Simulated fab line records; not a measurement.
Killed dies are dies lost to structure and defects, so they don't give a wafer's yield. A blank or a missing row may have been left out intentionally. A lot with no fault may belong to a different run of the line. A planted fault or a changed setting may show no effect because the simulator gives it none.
Lot-split experiment -- flow n5 finfet -- 39 wafers read across 7 lots, on a route 1938 steps long

THE SPLIT ITSELF
At N5_SD_EPI_N_DESCUM_14 (chemistry O2, time 7.9 s), the setting time s was moved away from the recipe's 7.9 s on 18 of the 39 wafers read, by -51.2% to +50.5%. The other wafers ran this setting at the recipe's value.

The split's own step is where the reading is taken.

THE READING
CAR-ArF-block_of_SD_EPI_N_COAT_03.thk nm (the simulator's own value, which no gauge read), in nm, at N5_SD_EPI_N_DESCUM_14 (chemistry O2, time 7.9 s). No usual value for it is given in the file. Across the 21 wafers here that went through the recipe, the average is 143.4 nm and the standard deviation 0.33 nm.

wafer,"tool, chamber at the split","time s as run, s",against the recipe,"CAR-ArF-block_of_SD_EPI_N_COAT_03.thk nm, nm",against lot-mates on the recipe
L074.1,"rie diel-01, 0",7.9,recipe,143.4,-
L074.2,"rie diel-01, 2",9.758,+23.5%,142.4,-1.1
L074.3,"rie diel-01, 3,0",7.9,recipe,143.6,-
L074.4,"rie diel-01, 3,0",7.9,recipe,143.6,-
L074.5,"rie diel-01, 3",9.758,+23.5%,142.2,-1.3
L074.6,"rie diel-01, 2",9.758,+23.5%,143,-0.5
L078.1,"rie diel-06, 1",7.9,recipe,143.8,-
L078.2,"rie diel-06, 2",4.518,-42.8%,145.6,+2.0
L078.3,"rie diel-06, 0",7.9,recipe,143.4,-
L078.4,"rie diel-06, 3",4.518,-42.8%,146,+2.4
L078.5,"rie diel-06, 3",7.9,recipe,143.6,-
L078.6,"rie diel-06, 2",4.518,-42.8%,145.8,+2.2
L080.1,"rie diel-01, 0,3,2",7.9,recipe,143.8,-
L080.2,"rie diel-01, 0,3,2",7.9,recipe,143.8,-
L080.3,"rie diel-01, 0,3,2",7.9,recipe,143.8,-
L083.1,"rie diel-06, 1",7.9,recipe,143.2,-
L083.2,"rie diel-06, 0",9.383,+18.8%,142.2,-0.8
L083.3,"rie diel-06, 3",9.383,+18.8%,142.4,-0.6
L083.4,"rie diel-06, 2",7.9,recipe,143,-
L083.5,"rie diel-06, 3",7.9,recipe,142.8,-
L083.6,"rie diel-06, 0",9.383,+18.8%,142.6,-0.4
L086.1,"rie diel-05, 3,2",6.345,-19.7%,144.2,+0.7
L086.5,"rie diel-05, 3,2",6.345,-19.7%,144.2,+0.7
L086.2,"rie diel-05, 2",7.9,recipe,143.4,-
L086.3,"rie diel-05, 2,3",7.9,recipe,143.6,-
L086.6,"rie diel-05, 2,3",7.9,recipe,143.6,-
L086.4,"rie diel-05, 3",6.345,-19.7%,144.4,+0.9
L091.1,"rie diel-05, 0",11.89,+50.5%,140.8,-2.2
L091.2,"rie diel-05, 3",7.9,recipe,143.2,-
L091.3,"rie diel-05, 2",7.9,recipe,143,-
L091.4,"rie diel-05, 1",11.89,+50.5%,140.4,-2.6
L091.5,"rie diel-05, 3",11.89,+50.5%,140.6,-2.4
L091.6,"rie diel-05, 2",7.9,recipe,142.8,-
L094.1,"rie diel-06, 1,0",7.9,recipe,143.4,-
L094.6,"rie diel-06, 1,0",7.9,recipe,143.4,-
L094.2,"rie diel-06, 0",3.852,-51.2%,146,+2.8
L094.3,"rie diel-06, 3",7.9,recipe,142.8,-
L094.4,"rie diel-06, 2",3.852,-51.2%,145.8,+2.6
L094.5,"rie diel-06, 3",3.852,-51.2%,146.2,+3.0
Rows listing several chambers each stand for several wafers; the file does not say which wafer went through which chamber.

THE FIT
A straight line over all 39 wafers: CAR-ArF-block_of_SD_EPI_N_COAT_03.thk nm changes by -0.0522 nm for each +1% of time s; r = -0.97; the points scatter about the line by 0.31 nm.
The same after taking each lot's own level away (the mean of its wafers on the recipe; 39 wafers): -0.049 nm for each +1%; r = -0.98; scatter 0.23 nm.
According to that fit, moving time s by its largest amount changes the reading by 2.5 nm.
Across the lots, their own levels run from 143.00 to 143.80 nm, a range of 2.4 times the standard deviation given above.
The two slopes are in agreement: the lot-to-lot level therefore moves the slope only a little.
Check: for one of the wafers moved furthest among these (-51.2%), held out of the fit, the line's prediction against its lot-mates is +2.53 nm. Against them it came out at +2.8 nm.

THESE WAFERS: OTHER SPLITS
These wafers also went through other splits before the reading. Each is held against what the fit with the lots' levels taken away leaves over:
other split on the same wafers,wafers away from the commonest value,r with CAR-ArF-block_of_SD_EPI_N_COAT_03.thk nm (lot level and that fit taken away)
N5_ZERO_LAYER_DEVELOP_10 develop time s,12,+0.07

FILE'S OWN FIT
CAR-ArF-block_of_SD_EPI_N_COAT_03.thk nm changes by -0.0492 nm for each +1% of time s, r = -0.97.
